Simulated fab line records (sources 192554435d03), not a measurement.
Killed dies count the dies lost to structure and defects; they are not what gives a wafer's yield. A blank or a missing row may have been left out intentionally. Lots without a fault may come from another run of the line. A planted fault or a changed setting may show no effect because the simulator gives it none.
2 desks, one fault || flow n5-finfet || only its own numbers are on each desk; what lay behind them is given at the end

== AT THE METROLOGY DESK ==
Means of the sampled wafers that have a number, per lot and without regard to the tool the lot ran on: this is what the gauges read. Marked OUT: a lot whose mean sits more than 4 standard deviations from the usual mean, which makes it out of limits; the brackets give that distance.
Columns: A = M15_ILD_THK at N5_BEOL_M15_THK_MEAS_01, usual 1627 nm
{"lot": "L693", "first seen here": "day 12 12:51", "A": 1618}
{"lot": "L697", "first seen here": "day 12 16:22", "A": 1607}
{"lot": "L700", "first seen here": "day 13 22:31", "A": 1619}
{"lot": "L702", "first seen here": "day 14 03:38", "A": 1631}
{"lot": "L703", "first seen here": "day 14 13:47", "A": 1632}
{"lot": "L705", "first seen here": "day 15 07:23", "A": 1629}
{"lot": "L707", "first seen here": "day 15 15:22", "A": 1631}
{"lot": "L708", "first seen here": "day 16 01:02", "A": 1616}
{"lot": "L711", "first seen here": "day 16 08:36", "A": 1637}
{"lot": "L710", "first seen here": "day 16 21:10", "A": 1641}
{"lot": "L715", "first seen here": "day 17 23:31", "A": 1616}
Result from this desk: across the 11 lots, nothing is out of limits.

== AT THE TOOL OWNER'S DESK: pvd-sputter-02 ==
The tool's own readings at N5_BEOL_M14_SPUTTER_44 (material Ta, target thk 15 nm, time 24.19 s): means of the sampled wafers that have a number, for each lot that ran on this tool. Marked OUT: a lot whose mean sits more than 4 standard deviations from the usual mean, which makes it out of limits; the brackets give that distance.
Columns: A = cathode-dc-power-W at N5_BEOL_M14_SPUTTER_44, usual 15000 W; B = throttle-valve-pct at N5_BEOL_M14_SPUTTER_44, usual 30.3 %
{"lot": "L700", "first seen here": "day 13 20:56", "A": 15002, "B": 29.2}
{"lot": "L702", "first seen here": "day 14 02:13", "A": 15000, "B": 30.5}
{"lot": "L703", "first seen here": "day 14 12:17", "A": 15002, "B": 29.7}
{"lot": "L705", "first seen here": "day 15 05:50", "A": 14997, "B": 30.1}
{"lot": "L708", "first seen here": "day 15 23:37", "A": 14995, "B": 30.7}
{"lot": "L711", "first seen here": "day 16 07:03", "A": 14998, "B": 30.9}
{"lot": "L710", "first seen here": "day 16 19:43", "A": 15003, "B": 30.5}
Result from this desk: across the 7 lots, nothing is out of limits.

== BROUGHT TOGETHER ==
Nothing out of limits was seen by the metrology desk.
The desk of the tool owner found nothing out of limits.

== WHAT WAS PUT IN BY THE SIMULATOR ==
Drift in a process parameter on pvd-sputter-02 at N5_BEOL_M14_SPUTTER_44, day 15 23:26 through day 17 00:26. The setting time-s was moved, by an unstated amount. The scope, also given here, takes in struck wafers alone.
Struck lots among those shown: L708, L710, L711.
